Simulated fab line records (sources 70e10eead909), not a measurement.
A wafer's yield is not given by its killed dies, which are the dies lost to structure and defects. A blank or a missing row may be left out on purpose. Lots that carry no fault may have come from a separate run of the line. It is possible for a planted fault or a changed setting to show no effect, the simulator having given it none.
Which tool did it? | flow nand harc | Sampling: 13 lots, 39 wafers, 5 of 1159 route steps

## WHAT EACH GAUGE READ, for each wafer
NHARC_P_STI_OCD_MEAS_17.
lot  | measured    | on     | trench depth nm (nm) | trench foot cd nm (nm)
L692 | day 3 02:42 | ocd-02 | 294 294 296          | 162.2 159.5 159.8
L694 | day 3 12:21 | ocd-02 | 300 293 302          | 159.2 157.6 159.9
L696 | day 4 00:12 | ocd-01 | 298 306 304          | 157.6 152.8 153.8
L699 | day 4 18:13 | ocd-01 | 297 304 298          | 162.7 159.2 159.5
L702 | day 5 11:56 | ocd-01 | 302 300 303          | 158.6 159.1 158.6
L704 | day 5 23:59 | ocd-01 | 300 305 297          | 158.2 158.9 159.1
L706 | day 6 09:26 | ocd-01 | 305 299 299          | 157.1 156.8 159.2
L705 | day 6 09:29 | ocd-02 | 303 308 302          | 156.3 158.1 158.9
L707 | day 6 18:34 | ocd-01 | 293 297 303          | 157.3 157.2 157.5
L708 | day 7 00:38 | ocd-01 | 295 301 301          | 160.7 157.1 158.2
L709 | day 7 05:41 | ocd-02 | 301 295 302          | 161.4 159.4 157.5
L712 | day 8 00:31 | ocd-01 | 301 297 298          | 160.8 156.1 160.3
L713 | day 8 07:17 | ocd-02 | 297 301 302          | 157.5 157.3 158.4

NHARC_END_SORT_01.
lot  | measured     | on        | killed at array | killed at other | killed at periphery | killed dies | killed open | killed short
L706 | day 23 11:35 | prober-02 | 38 33 29        | 0 0 1           | 3 2 2               | 41 35 32    | 9 4 2       | 2 2 4
L705 | day 22 21:35 | prober-01 | 18 16 16        | 0 0 0           | 4 1 4               | 22 17 20    | 6 3 7       | 1 3 1
L709 | day 24 09:18 | prober-01 | 16 13 14        | 0 0 0           | 2 1 2               | 18 14 16    | 2 1 1       | 3 4 1

## TOOL THAT RAN EACH LOT (tool first, then ch and the chambers of the sampled wafers, then the start)
lot  | NHARC_P_GATE_SOFTBAKE_21          | NHARC_P_GATE_ETCH_104              | NHARC_P_GATE_HM_OPEN_105
L692 | litho track-04 ch 0, day 5 06:00  | rie diel-02 ch 2,3, day 5 07:31    | rie diel-02 ch 0,1,3, no start
L694 | litho track-06 ch 0, day 5 12:00  | rie diel-02 ch 2,3, day 5 13:38    | rie diel-02 ch 0,1, no start
L696 | litho track-01 ch 0, day 6 02:00  | rie diel-07 ch 0,2,3, day 6 03:31  | rie diel-07 ch 0,1, no start
L699 | litho track-06 ch 0, day 6 23:00  | rie diel-07 ch 0,1,3, day 6 23:45  | rie diel-07 ch 0,1,3, no start
L702 | litho track-06 ch 0, day 7 21:00  | rie diel-06 ch 1,3, day 7 22:02    | rie diel-06 ch 1,2, no start
L704 | litho track-04 ch 0, day 7 20:00  | rie diel-07 ch 0,2,3, day 7 21:45  | rie diel-07 ch 0,1,3, no start
L706 | litho track-04 ch 0, day 8 12:00  | rie diel-07 ch 0,2, day 8 13:31    | rie diel-07 ch 0,2, day 23 11:35 or earlier
L705 | litho track-04 ch 0, day 8 12:00  | rie diel-07 ch 1,2, day 8 12:59    | rie diel-07 ch 2,3, day 22 21:35 or earlier
L707 | litho track-01 ch 0, day 8 20:00  | rie diel-07 ch 1,2,3, day 8 20:50  | rie diel-07 ch 1,2,3, no start
L708 | litho track-01 ch 0, day 9 06:00  | rie diel-07 ch 1,2, day 9 07:07    | rie diel-07 ch 2,3, no start
L709 | litho track-06 ch 0, day 9 10:00  | rie diel-06 ch 0,1,2, day 9 11:41  | rie diel-06 ch 0,1,3, day 24 09:18 or earlier
L712 | litho track-01 ch 0, day 10 03:00 | rie diel-07 ch 0,1,3, day 10 04:28 | rie diel-07 ch 1,2,3, no start
L713 | litho track-01 ch 0, day 10 11:00 | rie diel-07 ch 0,1,2, day 10 11:38 | rie diel-07 ch 0,2,3, no start
- NHARC_P_GATE_SOFTBAKE_21: time 55 s.
- NHARC_P_GATE_ETCH_104: etches the open film in CF4/CHF3, target depth 60 nm.
- NHARC_P_GATE_HM_OPEN_105: chemistry O2/COS, target depth 360 nm.

## WHAT THE TOOLS THEMSELVES READ (means of the sampled wafers that have a number; where no wafer has one, the mark that the record gives instead)
NHARC_P_GATE_SOFTBAKE_21.
lot  | tool           | heater power total W (W)
L692 | litho track-04 | 188.44
L694 | litho track-06 | 188.47
L696 | litho track-01 | 188.36
L699 | litho track-06 | 188.39
L702 | litho track-06 | 188.46
L704 | litho track-04 | 188.53
L706 | litho track-04 | 323.23
L705 | litho track-04 | 323.18
L707 | litho track-01 | 188.33
L708 | litho track-01 | 188.38
L709 | litho track-06 | 188.30
L712 | litho track-01 | 188.35
L713 | litho track-01 | 188.37

NHARC_P_GATE_ETCH_104.
lot  | tool        | drypump motor current A (A) | oes product au (a.u.) | rf vpp V (V) | showerhead plenum p Torr (Torr) | throttle valve pct (%)
L692 | rie diel-02 | 5.6                         | 0.916                 | 371.0        | 1.58                            | 16.806
L694 | rie diel-02 | 5.6                         | 0.946                 | 370.0        | 1.58                            | 16.806
L696 | rie diel-07 | 6.0                         | 0.926                 | 371.2        | 1.59                            | 16.798
L699 | rie diel-07 | 5.9                         | 0.928                 | 370.7        | 1.60                            | 16.799
L702 | rie diel-06 | 6.0                         | 0.957                 | 368.1        | 1.53                            | 16.803
L704 | rie diel-07 | 6.0                         | 0.925                 | 370.7        | 1.59                            | 16.810
L706 | rie diel-07 | 6.0                         | 0.924                 | 371.8        | 1.63                            | 16.809
L705 | rie diel-07 | 6.0                         | 0.928                 | 373.7        | 1.65                            | 16.807
L707 | rie diel-07 | 6.1                         | 0.930                 | 371.5        | 1.60                            | 16.797
L708 | rie diel-07 | 6.0                         | 0.924                 | 372.0        | 1.65                            | 16.800
L709 | rie diel-06 | 6.0                         | 0.948                 | 370.6        | 1.54                            | 16.795
L712 | rie diel-07 | 5.9                         | 0.948                 | 370.8        | 1.59                            | 16.810
L713 | rie diel-07 | 5.9                         | 0.968                 | 372.7        | 1.63                            | 16.813

NHARC_P_GATE_HM_OPEN_105.
lot  | tool        | drypump motor current A (A) | oes product au (a.u.) | rf vpp V (V) | showerhead plenum p Torr (Torr) | throttle valve pct (%)
L692 | rie diel-02 | 5.9                         | 0.986                 | 467.2        | 3.09                            | 28.326
L694 | rie diel-02 | 5.8                         | 0.992                 | 465.5        | 3.03                            | 28.332
L696 | rie diel-07 | 5.8                         | 1.008                 | 469.9        | 3.26                            | 28.332
L699 | rie diel-07 | 5.9                         | 0.998                 | 468.8        | 3.16                            | 28.333
L702 | rie diel-06 | 5.8                         | 1.007                 | 464.1        | 3.01                            | 28.329
L704 | rie diel-07 | 5.9                         | 0.994                 | 468.1        | 3.16                            | 28.327
L706 | rie diel-07 | 6.0                         | 0.994                 | 469.5        | 3.22                            | 28.331
L705 | rie diel-07 | 6.2                         | 0.999                 | 467.1        | 3.15                            | 28.332
L707 | rie diel-07 | 6.1                         | 1.000                 | 467.9        | 3.17                            | 28.335
L708 | rie diel-07 | 6.2                         | 0.999                 | 466.2        | 3.07                            | 28.334
L709 | rie diel-06 | 6.1                         | 0.996                 | 466.6        | 3.09                            | 28.331
L712 | rie diel-07 | 6.1                         | 0.996                 | 468.9        | 3.17                            | 28.327
L713 | rie diel-07 | 6.0                         | 1.006                 | 467.1        | 3.14                            | 28.329

## THE ANSWER, worked out from the rows above alone
Rule: usual is defined by the lots themselves. The widest of any qualifying gaps counts: lots, ordered by their means at a reading, are off when they make up no more than a third of the lots, leave a main group of 4 or more, and stand apart from it by 3 or more times the standard deviation of that group's means. A main group is skipped when, at the precision printed for the reading in the tables above, its means are all equal. A lot without any number at a reading at which 4 lots or more have one is off too. All remaining lots with rows at the step are treated as sound. Order of review: gauges by route order, followed by the tools' own readings, for which a lot's mean as printed above is used. The first step at which some lot is off is used, and at that step the reading that is off furthest; a lot without a number counts as furthest.
Off: L706, L705, at NHARC_P_GATE_SOFTBAKE_21 (heater power total W). The main group has a mean of 188.40 W with a standard deviation of 0.066.
If a tool, at that step or one of the process steps before it, ran each lot that is off and ran no sound lot following the first of them, it fits. One fits: NHARC_P_GATE_SOFTBAKE_21 on litho track-04. Its last sound lot is L704 (day 7 20:00), its first lot that is off L705 (day 8 12:00): a fault that began between those two fits.
On the lots that are off, the tool's own readings at NHARC_P_GATE_SOFTBAKE_21 differ by more than 5 times the standard deviation of the sound lots' means, which bears it out; heater power total W reads 323.21 W there versus 188.40 W on the sound lots.

## WHAT THE SIMULATOR HAD INSERTED
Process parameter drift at NHARC_P_GATE_SOFTBAKE_21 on litho track-04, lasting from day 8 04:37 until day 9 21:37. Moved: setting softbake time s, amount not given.
Lots struck among those shown: L706, L705. The rule given above showed the same thing.
